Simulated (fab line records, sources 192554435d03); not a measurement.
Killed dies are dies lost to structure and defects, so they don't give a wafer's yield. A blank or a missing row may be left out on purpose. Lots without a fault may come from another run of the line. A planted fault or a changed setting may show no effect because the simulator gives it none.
Chamber matching | flow n5_finfet | N5_BEOL_M2_PECVD_72 on pecvd-04: 3 sister chambers
The step deposits SiO2 from TEOS/O2, target thk 16 nm, time 18 s. 22 wafers are shown with their chamber, then 11 later ones without.

WAFERS WITH THEIR CHAMBER
wafer  | chamber | showerhead_plenum_p_Torr (Torr) | throttle_valve_pct (%) | heater_power_w (W)
L076.2 | 0       | 8.71                            | 22.3                   | 923
L076.4 | 1       | 8.78                            | 21.8                   | 616
L076.6 | 0       | 8.72                            | 22.4                   | 953
L077.3 | 2       | 8.83                            | 21.2                   | 807
L077.4 | 1       | 8.76                            | 22.2                   | 518
L077.6 | 2       | 8.82                            | 21.3                   | 803
L079.1 | 1       | 8.78                            | 22.0                   | 603
L079.4 | 1       | 8.79                            | 22.1                   | 612
L079.6 | 2       | 8.85                            | 21.3                   | 798
L081.2 | 2       | 8.83                            | 21.5                   | 806
L081.4 | 0       | 8.72                            | 22.5                   | 772
L081.6 | 1       | 8.76                            | 21.8                   | 604
L083.3 | 1       | 8.78                            | 21.9                   | 545
L083.5 | 2       | 8.85                            | 21.5                   | 731
L083.6 | 1       | 8.77                            | 22.3                   | 551
L087.3 | 1       | 8.76                            | 21.8                   | 598
L087.4 | 2       | 8.85                            | 21.6                   | 747
L087.6 | 1       | 8.79                            | 22.1                   | 616
L089.1 | 1       | 8.79                            | 22.1                   | 596
L089.4 | 0       | 8.71                            | 22.4                   | 811
L089.6 | 2       | 8.83                            | 21.6                   | 804
L091.2 | 1       | 8.76                            | 22.2                   | 582

SIGNATURES (means of the wafers above)
reading                  | chamber 0 | chamber 1 | chamber 2 | scatter within a chamber
showerhead_plenum_p_Torr | 8.7150    | 8.7745    | 8.8371    | 0.012
throttle_valve_pct       | 22.400    | 22.027    | 21.429    | 0.162
heater_power_w           | 864.75    | 585.55    | 785.14    | 45.7
Rule: a wafer's distance from a chamber is the root of the sum, over the readings, of the square of ((its reading less the chamber's mean) divided by the reading's scatter). The wafer belongs to the nearest chamber; if the next one is less than 2 further off, it can't be placed. The scatter: the root of (the sum of the squares of (reading less its chamber's mean) over the shown wafers, divided by (wafers less chambers)).

WAFERS WITHOUT THEIR CHAMBER
wafer  | showerhead_plenum_p_Torr (Torr) | throttle_valve_pct (%) | heater_power_w (W)
L091.3 | 8.77                            | 22.2                   | 576
L091.5 | 8.76                            | 22.0                   | 617
L092.1 | 8.79                            | 22.1                   | 545
L092.4 | 8.77                            | 22.1                   | 536
L092.5 | 8.85                            | 21.6                   | 751
L094.1 | 8.78                            | 22.2                   | 598
L094.2 | 8.85                            | 21.8                   | 761
L094.4 | 8.85                            | 21.6                   | 752
L095.1 | 8.85                            | 21.8                   | 746
L095.3 | 8.77                            | 22.3                   | 533
L095.6 | 8.84                            | 21.8                   | 751

WHICH CHAMBER EACH WENT THROUGH
wafer  | from the rows above | in truth
L091.3 | 1                   | 1
L091.5 | 1                   | 1
L092.1 | 1                   | 1
L092.4 | 1                   | 1
L092.5 | 2                   | 2
L094.1 | 1                   | 1
L094.2 | 2                   | 2
L094.4 | 2                   | 2
L095.1 | 2                   | 2
L095.3 | 1                   | 1
L095.6 | 2                   | 2
Placed correctly: 11 of 11. Can't be placed from these rows: 0. Placed wrongly: 0.
